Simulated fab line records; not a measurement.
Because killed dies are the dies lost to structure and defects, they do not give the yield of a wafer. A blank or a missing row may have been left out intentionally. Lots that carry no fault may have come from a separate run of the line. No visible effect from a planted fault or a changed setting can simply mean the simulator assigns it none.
Matching of chambers	flow nand-harc	cmp-01 running NHARC_P_CONTACT_CMP_01: 4 sister chambers
The step polishes SiO2, target thk 200 nm. 8 wafers are shown with their chamber, then 9 later ones without.

WAFERS PAIRED WITH THEIR CHAMBERS
wafer	chamber	motor-current-A (A)	edge-zone-pressure-frac
L078.4	2	11.3	1.009
L079.4	1	12.3	0.996
L083.4	1	12.7	0.999
L084.1	3	11.6	1.001
L084.4	2	11.3	0.993
L088.2	3	11.0	1.001
L088.4	0	12.6	0.990
L088.5	0	11.4	0.987

WAFERS WITHOUT THEIR CHAMBER
wafer	motor-current-A (A)	edge-zone-pressure-frac
L090.1	11.5	1.002
L090.5	11.8	0.995
L090.6	11.1	0.997
L095.3	12.2	1.000
L095.5	12.3	0.994
L095.6	11.7	1.002
L097.3	11.8	1.001
L097.5	11.7	1.012
L097.6	12.2	1.003

EACH ONE'S CHAMBER
wafer	from the rows above	in truth
L090.1	can't be placed: 2 or 3 or 1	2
L090.5	can't be placed: 0 or 2 or 3 or 1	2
L090.6	can't be placed: 2 or 3 or 0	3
L095.3	can't be placed: 1 or 2 or 3 or 0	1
L095.5	can't be placed: 1 or 0 or 2 or 3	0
L095.6	can't be placed: 2 or 3 or 1 or 0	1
L097.3	can't be placed: 2 or 3 or 1 or 0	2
L097.5	can't be placed: 2 or 3 or 1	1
L097.6	can't be placed: 1 or 2 or 3 or 0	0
Placed correctly: 0 of 9. Not placeable from these rows: 9 (in 9, the candidates include the true chamber). Placed wrongly: 0.
How it was worked out, from the rows above alone: a wafer's distance from a chamber is the root of the sum, over the readings, of the square of ((its reading less the chamber's mean) divided by the reading's scatter). If the next closest chamber is less than 2 further off than the closest, the wafer can't be placed; otherwise it belongs to the closest. The mean given for a chamber averages the wafers shown for that chamber. How the scatter is found: for the shown wafers, subtract from each reading the mean of its chamber, square and add these, divide the total by (wafers less chambers), then take the root.
